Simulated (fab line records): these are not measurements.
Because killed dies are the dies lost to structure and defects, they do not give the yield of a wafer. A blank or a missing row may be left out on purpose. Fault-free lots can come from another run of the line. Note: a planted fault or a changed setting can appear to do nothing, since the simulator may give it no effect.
Problem report in the 8D (eight disciplines) form, filled by code || flow n5Finfet || the parts of the form that need people (team, actions taken, sign-off) are left out

## 1. WHAT IS WRONG
Wafers without a fault read 72.99 W, standard deviation 0.22; biasW at N5_BEOL_M0_SAQP_ETCH_107 reads a mean of 88.00 W on 6 wafers belonging to 2 lots. That puts it +68 standard deviations away from the usual mean.
The step: etches SiNx in CH3F/O2, target depth 30 nm.
First observed at day 11 01:22: wafer L661.4, on rieDiel-02. Wafers with a number at this step in the record: 25, from 11 lots. By rule, "out" or "out of limits" means more than 4 standard deviations away from the usual mean. All remaining wafers that have a number are taken as sound.

## 2. WHAT IT IS, WHAT IT ISN'T
{"question": "which readings at this step", "is": "biasW, rfVppV", "is not": "drypumpMotorCurrentA, oes_f_703_au, showerheadPlenumPTorr, throttleValvePct"}
{"question": "which lots", "is": "L661, L662", "is not": "L642, L643, L645, L647, L648, L649, L650, L652, L653"}
{"question": "which wafers of those lots", "is": "all that have a number", "is not": "-"}
{"question": "read on which tools", "is": "rieDiel-02", "is not": "rieDiel-03, rieDiel-06"}
{"question": "when", "is": "from day 11 01:22", "is not": "up to then (19 sound wafers)"}

## 3. WHAT RULES OUT EACH SUSPECT
Counting: any tool at a process step up to the reading is kept as a suspect provided that every lot that is out went through it and no sound lot did after the first of them.
- rieDiel-06 at N5_BEOL_M0_SAQP_HM_OPEN_112 (chemistry CHF3/O2, target SiO2, stops on a-Si, target depth 12 nm, time 13.5 s): kept. Every lot that is out went through it, starting with L661 (day 10 23:14), and after that it ran no sound lot; the last sound lot it ran before then is L653 (day 9 01:35).
- rieDiel-02 at N5_BEOL_M0_SAQP_ETCH_106 (etches SOC in N2/H2, stops on SiNx, target depth 150 nm): kept. Every lot that is out went through it, starting with L661 (day 11 01:18), and after that it ran no sound lot; the last sound lot it ran before then is L653 (day 9 03:50).
- rieDiel-02 at N5_BEOL_M0_SAQP_ETCH_107 (etches SiNx in CH3F/O2, target depth 30 nm): kept. Every lot that is out went through it, starting with L661 (day 11 01:22), and after that it ran no sound lot; the last sound lot it ran before then is L653 (day 9 03:53). On those wafers its own readings are out: biasW, rfVppV.
Left after counting: rieDiel-06 at N5_BEOL_M0_SAQP_HM_OPEN_112, rieDiel-02 at N5_BEOL_M0_SAQP_ETCH_106, rieDiel-02 at N5_BEOL_M0_SAQP_ETCH_107.

## 4. THE CAUSE (what the simulator had put in)
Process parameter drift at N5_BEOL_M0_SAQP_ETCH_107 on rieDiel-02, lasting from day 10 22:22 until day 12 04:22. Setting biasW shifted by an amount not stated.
3 suspects survive the count, and this tool is in that group.

## 5. THE EFFECT CHAIN, in route order
Rows list readings where the struck wafers' mean (over those with a number) sits beyond 3 standard deviations from the usual. Only readings whose record carries a usual standard deviation are examined. hours: median over the lots of the time between each lot's start at the first step of this table that gives one and its start at this step. sigmas: the change, counted in usual standard deviations.
{"hours": 0, "step": "N5_BEOL_M0_SAQP_ETCH_107", "reading": "biasW", "usual": "72.99 W", "on struck wafers": 88.00, "change": "+15.01", "sigmas": "+68"}
{"hours": 0, "step": "N5_BEOL_M0_SAQP_ETCH_107", "reading": "rfVppV", "usual": "292 V", "on struck wafers": 340, "change": "+48", "sigmas": "+8.2"}
Here are the process steps it includes:
- N5_BEOL_M0_SAQP_ETCH_107: etches SiNx in CH3F/O2, target depth 30 nm.
At these later measuring or inspecting steps, every struck wafer for which the step has a row has a number for every such reading, and none has moved that far: N5_BEOL_M4_RC_MEAS_101.

## 6. WHAT WOULD HAVE CAUGHT IT SOONER
In this record the first reading out of limits was taken at day 11 01:22, 3 hours after the fault began at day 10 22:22.
